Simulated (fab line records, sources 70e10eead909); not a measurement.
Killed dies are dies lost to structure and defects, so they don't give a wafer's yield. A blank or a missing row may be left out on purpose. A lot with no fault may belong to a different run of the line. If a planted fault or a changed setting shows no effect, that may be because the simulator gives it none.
fab line records	flow nand-harc	part 2 of 2: steps 5 to 6 of 6
record: lots: 23	wafers: 69	last-day: 34
route steps=1302 shown A_STAIRCASE@670
lots with no fault: from the same line, run without faults
start-h: hours from the record's opening day to when the first of the lot's shown wafers began	wait-h: hours from the lot's prior step to this one	" the same as in the row above	L1.1+2: a single row standing in for several wafers	- no value, or no start given	* or withheld: withheld	< > ~ a bound
route shown NAME@n: names a module that has steps shown in the file, with the first one's number in the route	usual: the fault-free wafers' mean and standard deviation	same: alike in all rows	chamber/n: place in a boat	sites: per-site readings	_std_site: their standard deviation	_edge_site: outer sites' mean less inner sites'	radius-mm: how far each site lies from the wafer's centre	mask NAME#n: copy n	behind: the most recent tool/chamber to have shaped the wafer	hold: the reason the lot was held/the length of the hold in hours/how it ended	device: the n, p or np transistor that did not switch	end of line: the tests these same wafers got at the end of their route	where a step has no rows: the recipe by itself	killed: dies lost to structure and defects at the first sort, not the wafer's yield	map: shows each die of a wafer: x if killed, . if not, _ if none is there
set.NAME: the setting the step ran with; set.NAME@STEP: the setting that earlier step ran with	model.NAME: the simulator's own value behind a step, which no gauge read
one table for each step of the route and one row for each wafer, over a sample of lots
services: a tool's chamber out of use, with start hour (start-h, from the record's first day; less than 0 if before it), hours out, and reason
== steps ==
step: NHARC_A_STAIRCASE_ETCH_201
recipe: target-depth-a: 1000	time-s: 40.5	ion-energy-ev: 400	c4f8-flow-sccm: 20	o2-flow-sccm: 10	ar-flow-sccm: withheld	rf-w: 600	bias-w: 1000	chemistry: C4F8/O2
usual: oes-product-au: 0.941/0.012	rf-vpp-V: 897/6.6
lot.wafer	tool	chamber	start-h	wait-h	oes-product-au	rf-hours-counter-h	rf-vpp-V
L074.4	rie-diel-11	0	-	-	0.935	37	887
L074.2	"	2	"	"	0.939	25	902
L074.5	"	1	"	"	0.942	-	893
L075.2	rie-diel-13	3	-	-	0.952	6	886
L075.3	"	1	"	"	0.942	5	904
L075.5	"	2	"	"	0.960	-	899
L076.1	rie-diel-13	0	-	-	0.959	9	898
L076.4	"	1	"	"	0.968	8	904
L076.2	"	3	"	"	0.958	9	887
L077.4	rie-diel-11	1	-	-	0.947	47	892
L077.2	"	3	"	"	0.933	47	904
L077.6	"	2	"	"	0.941	-	902
L078.3	rie-diel-04	1	-	-	0.976	10	900
L078.2	"	2	"	"	0.946	10	887
L078.6	"	3	"	"	0.936	-	889
L080.4	rie-diel-04	0	-	-	0.945	20	897
L080.3	"	1	"	"	0.960	18	898
L080.6	"	0	"	"	0.925	-	896
L079.2	rie-diel-13	3	-	-	0.936	20	887
L079.4	"	0	"	"	0.939	-	895
L079.6	"	3	"	"	0.936	-	887
L081.1	rie-diel-04	3	-	-	0.945	23	888
L081.5	"	2	"	"	0.943	-	887
L081.6	"	3	"	"	0.931	-	888
L082.2	rie-diel-04	1	-	-	0.944	26	901
L082.5	"	0	"	"	0.934	-	898
L082.6	"	1	"	"	0.953	-	901
L083.4	rie-diel-11	3	-	-	0.918	5	904
L083.1	"	0	"	"	0.945	6	907
L083.6	"	1	"	"	0.937	-	892
L084.4	rie-diel-13	1	-	-	0.938	28	905
L084.6	"	3	"	"	0.939	-	885
L084.5	"	0	"	"	0.935	-	895
L085.2	rie-diel-13	3	-	-	0.945	39	886
L085.3	"	0	"	"	0.941	41	895
L085.5	"	3	"	"	0.946	-	887
L087.3	rie-diel-11	1	-	-	0.953	12	891
L087.6	"	3	"	"	0.935	-	902
L087.5	"	0	"	"	0.953	-	905
L086.3	rie-diel-13	3	-	-	0.951	45	887
L086.2	"	0	"	"	0.954	49	896
L086.6	"	2	"	"	0.925	-	898
L088.4	rie-diel-13	1	-	-	0.931	41	905
L088.3	"	0	"	"	0.958	53	895
L088.6	"	1	"	"	0.932	-	905
L089.3	rie-diel-11	0	-	-	0.945	18	905
L089.2	"	2	"	"	0.939	25	903
L089.6	"	0	"	"	0.941	-	905
L090.2	rie-diel-13	3	-	-	0.956	57	887
L090.1	"	1	"	"	0.929	47	903
L090.6	"	2	"	"	0.952	-	897
L092.1	rie-diel-11	0	-	-	0.924	31	906
L092.2	"	1	"	"	0.933	39	892
L092.6	"	2	"	"	0.952	-	903
L091.2	rie-diel-04	3	-	-	0.941	1	886
L091.3	"	0	"	"	0.940	1	897
L091.6	"	0	"	"	0.938	-	896
L095.1	rie-diel-11	0	-	-	0.933	40	904
L095.2	"	1	"	"	0.929	48	890
L095.5	"	0	"	"	0.930	-	904
L094.2	rie-diel-13	2	-	-	0.940	14	899
L094.1	"	1	"	"	0.929	10	903
L094.5	"	3	"	"	0.954	-	905
L096.1	rie-diel-04	2	-	-	0.919	5	906
L096.4	"	3	"	"	0.936	12	887
L096.3	"	0	"	"	0.929	17	896
L097.2	rie-diel-04	3	-	-	0.927	15	887
L097.6	"	3	"	"	0.923	-	889
L097.5	"	0	"	"	0.927	-	895
step: NHARC_A_STAIRCASE_DESCUM_252
recipe: time-s: 3	o2-flow-sccm: 200	ar-flow-sccm: 0	bias-power-w: 0	chemistry: O2
usual: drypump-motor-current-A: 5.6/0.5	oes-product-au: 0.998/0.0096	rf-vpp-V: 57.7/0.9	showerhead-plenum-p-Torr: 1.92/0.1	throttle-valve-pct: 11.311/0.0089
lot.wafer	tool	chamber	start-h	wait-h	drypump-motor-current-A	oes-product-au	rf-hours-counter-h	rf-vpp-V	showerhead-plenum-p-Torr	throttle-valve-pct
L074.4	rie-diel-13	1	368.04	-	5.1	0.993	4	58.5	2.06	11.309
L074.2	"	2	"	"	5.6	1.002	4	58.5	1.98	11.319
L074.5	"	1	"	"	5.1	0.987	-	59.5	2.06	11.302
L075.3	rie-diel-13	2	376.69	-	5.6	0.996	6	59.0	1.98	11.334
L075.2	"	1	"	"	5.1	1.003	6	57.3	2.06	11.320
L075.5	"	2	"	"	5.6	1.007	-	57.8	1.98	11.308
L076.1	rie-diel-13	1	394.36	-	5.1	0.998	12	58.8	2.06	11.301
L076.4	"	3	"	"	6.4	1.014	12	56.8	1.78	11.327
L076.2	"	0	"	"	6.1	1.004	11	58.8	1.91	11.306
L077.4	rie-diel-13	3	395.38	-	6.4	1.004	12	57.2	1.78	11.300
L077.2	"	1	"	"	5.1	0.995	12	59.8	2.06	11.320
L077.6	"	0	"	"	6.1	1.017	-	56.8	1.91	11.301
L078.2	rie-diel-13	1	405.92	-	5.1	0.984	16	57.6	2.05	11.318
L078.3	"	3	"	"	6.4	1.009	14	55.9	1.78	11.311
L078.6	"	1	"	"	5.1	0.981	-	58.8	2.05	11.308
L080.4	rie-diel-11	0	431.49	-	5.7	0.994	63	57.6	1.77	11.303
L080.3	"	3	"	"	5.2	0.998	56	57.8	2.04	11.300
L080.6	"	1	"	"	5.7	1.007	-	57.9	1.84	11.306
L079.2	rie-diel-04	0	432.91	-	6.3	0.976	24	59.3	1.93	11.308
L079.4	"	3	"	"	5.2	0.982	23	57.9	1.80	11.319
L079.6	"	1	"	"	5.0	1.009	-	58.4	1.98	11.316
L081.1	rie-diel-04	2	441.89	-	5.3	0.998	24	58.0	1.77	11.293
L081.6	"	2	"	"	5.3	0.995	-	56.9	1.77	11.303
L081.5	"	3	"	"	5.2	0.985	-	57.4	1.80	11.315
L082.2	rie-diel-04	0	450.39	-	6.3	0.982	30	57.4	1.93	11.324
L082.5	"	1	"	"	5.0	1.009	-	57.3	1.98	11.298
L082.6	"	3	"	"	5.2	0.984	-	56.8	1.80	11.307
L083.1	rie-diel-13	3	459.69	-	6.4	1.006	37	56.8	1.77	11.324
L083.4	"	1	"	"	5.1	0.988	26	60.0	2.05	11.301
L083.6	"	3	"	"	6.4	0.990	-	58.0	1.77	11.304
L084.4	rie-diel-04	1	469.97	-	5.0	1.019	38	56.4	1.97	11.323
L084.6	"	1	"	"	5.0	1.016	-	57.7	1.97	11.310
L084.5	"	2	"	"	5.3	0.994	-	55.9	1.77	11.296
L085.3	rie-diel-11	1	470.91	-	5.7	1.010	11	58.3	1.84	11.310
L085.2	"	2	"	"	5.8	0.994	10	57.3	2.02	11.312
L085.5	"	1	"	"	5.7	1.008	-	58.6	1.84	11.296
L087.3	rie-diel-13	0	483.37	-	6.1	0.997	49	58.0	1.90	11.310
L087.6	"	2	"	"	5.6	0.995	-	57.0	1.96	11.304
L087.5	"	3	"	"	6.4	1.009	-	56.9	1.77	11.306
L086.2	rie-diel-13	2	485.14	-	5.6	1.001	49	59.0	1.96	11.323
L086.3	"	3	"	"	6.4	1.007	46	55.9	1.77	11.315
L086.6	"	0	"	"	6.1	1.005	-	57.3	1.90	11.312
L088.4	rie-diel-13	1	507.05	-	5.1	0.987	43	58.5	2.05	11.310
L088.3	"	2	"	"	5.6	1.007	56	56.9	1.96	11.301
L088.6	"	1	"	"	5.2	0.980	-	58.3	2.05	11.307
L089.3	rie-diel-04	1	524.31	-	5.0	0.997	51	57.0	1.97	11.316
L089.2	"	3	"	"	5.2	0.991	49	57.5	1.79	11.311
L089.6	"	2	"	"	5.3	0.999	-	58.5	1.76	11.312
L090.1	rie-diel-04	3	524.94	-	5.2	0.990	49	57.8	1.79	11.308
L090.2	"	2	"	"	5.3	1.000	42	57.3	1.76	11.312
L090.6	"	0	"	"	6.2	0.994	-	58.1	1.92	11.320
L092.2	rie-diel-04	3	551.31	-	5.2	0.982	3	56.5	1.79	11.295
L092.1	"	0	"	"	6.2	0.984	3	58.5	1.92	11.311
L092.6	"	1	"	"	5.0	0.995	-	57.6	1.97	11.313
L091.2	rie-diel-04	0	551.80	-	6.3	0.997	3	57.0	1.92	11.313
L091.3	"	1	"	"	5.0	1.006	3	57.9	1.97	11.321
L091.6	"	3	"	"	5.2	0.993	-	56.7	1.79	11.305
L095.1	rie-diel-04	1	590.70	-	5.0	0.998	14	58.8	1.96	11.297
L095.2	"	3	"	"	5.2	0.996	11	57.0	1.79	11.326
L095.5	"	0	"	"	6.3	1.002	-	58.3	1.92	11.307
L094.2	rie-diel-04	3	593.19	-	5.2	0.989	12	56.8	1.79	11.296
L094.1	"	2	"	"	5.3	0.985	5	56.9	2.07	11.319
L094.5	"	0	"	"	6.3	0.996	-	57.3	1.92	11.318
L096.4	rie-diel-11	3	598.37	-	5.2	0.978	59	58.2	2.02	11.306
L096.3	"	0	"	"	5.7	0.996	44	58.2	2.06	11.322
L096.1	"	1	"	"	5.7	0.992	51	58.0	1.82	11.309
L097.2	rie-diel-04	0	608.62	-	6.2	1.008	23	57.3	1.92	11.315
L097.5	"	1	"	"	5.0	1.012	-	58.8	1.96	11.319
L097.6	"	2	"	"	5.3	0.996	-	57.3	2.07	11.307
== services ==
tool	chamber	start-h	hours	kind
rie-diel-11	2	330.27	9.3	repair
rie-diel-13	-	343.90	9.0	pm
rie-diel-13	0	343.90	9.0	vent-cycle
rie-diel-13	1	343.90	9.0	vent-cycle
rie-diel-04	1	349.22	6.3	repair
rie-diel-11	3	350.03	1.3	repair
rie-diel-04	-	354.97	9.0	pm
rie-diel-13	-	355.01	1.5	repair
rie-diel-04	-	369.12	1.9	repair
rie-diel-11	2	379.99	2.8	repair
rie-diel-13	1	414.03	36.9	repair
rie-diel-11	-	434.00	9.0	pm
rie-diel-04	2	445.31	14.7	repair
rie-diel-04	-	498.30	12.0	repair
rie-diel-13	-	522.82	9.0	pm
rie-diel-04	-	534.05	9.0	pm
rie-diel-13	1	538.03	7.8	repair
rie-diel-11	1	555.45	7.7	repair
rie-diel-11	0	560.67	3.8	repair
rie-diel-13	0	570.96	3.7	repair
rie-diel-13	1	575.54	1.8	repair
rie-diel-04	2	576.56	16.1	repair
rie-diel-04	3	579.03	10.9	repair
rie-diel-13	0	597.85	3.2	repair
